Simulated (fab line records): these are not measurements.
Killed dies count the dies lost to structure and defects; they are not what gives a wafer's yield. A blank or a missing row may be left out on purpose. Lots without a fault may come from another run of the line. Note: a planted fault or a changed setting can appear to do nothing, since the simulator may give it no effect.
Matching of chambers	flow nand harc	rie diel-13 running NHARC_A_STAIRCASE_DESCUM_252: 4 sister chambers
The step chemistry O2, time 3 s. 14 wafers are shown with their chamber, then 7 later ones without.

== WAFERS WITH THEIR CHAMBER ==
wafer	chamber	showerhead plenum p Torr (Torr)	drypump motor current A (A)	oes product au (a.u.)
L075.2	3	1.83	5.8	0.992
L075.3	0	1.90	6.4	0.988
L075.5	0	1.90	6.3	0.991
L077.2	1	1.97	5.2	1.000
L077.4	3	1.82	5.9	0.997
L077.5	3	1.82	5.8	0.992
L080.1	2	2.03	6.0	0.989
L080.2	1	1.97	5.2	1.003
L080.4	3	1.82	5.8	1.001
L082.2	3	1.82	5.9	0.999
L082.4	2	2.03	6.0	0.983
L082.6	1	1.97	5.2	1.001
L089.1	2	2.02	6.0	0.987
L089.2	1	1.96	5.3	1.002

SIGNATURES (means of the wafers above)
reading	chamber 0	chamber 1	chamber 2	chamber 3	scatter within a chamber
showerhead plenum p Torr	1.9000	1.9675	2.0267	1.8220	0.00471
drypump motor current A	6.350	5.225	6.000	5.840	0.0495
oes product au	0.98950	1.00150	0.98633	0.99620	0.00308
Rule: distance of a wafer from a chamber = root of the sum over the readings of ((wafer's reading minus chamber's mean) / reading's scatter) squared. If the next closest chamber is less than 2 further off than the closest, the wafer can't be placed; otherwise it belongs to the closest. How the scatter is found: for the shown wafers, subtract from each reading the mean of its chamber, square and add these, divide the total by (wafers less chambers), then take the root.

== WAFERS WHOSE CHAMBER IS MISSING ==
wafer	showerhead plenum p Torr (Torr)	drypump motor current A (A)	oes product au (a.u.)
L089.5	2.02	6.0	1.000
L091.1	1.81	5.8	0.996
L091.3	1.88	6.4	0.996
L091.6	2.02	6.0	0.998
L095.2	2.01	6.0	0.990
L095.4	1.81	5.8	0.997
L095.5	1.81	5.8	1.001

== THE CHAMBER EACH PASSED THROUGH ==
wafer	from the rows above	in truth
L089.5	2	2
L091.1	3	3
L091.3	0	0
L091.6	2	2
L095.2	2	2
L095.4	3	3
L095.5	3	3
Correct placement for 7 of the 7. Can't be placed from these rows: 0. 0 placed wrongly.
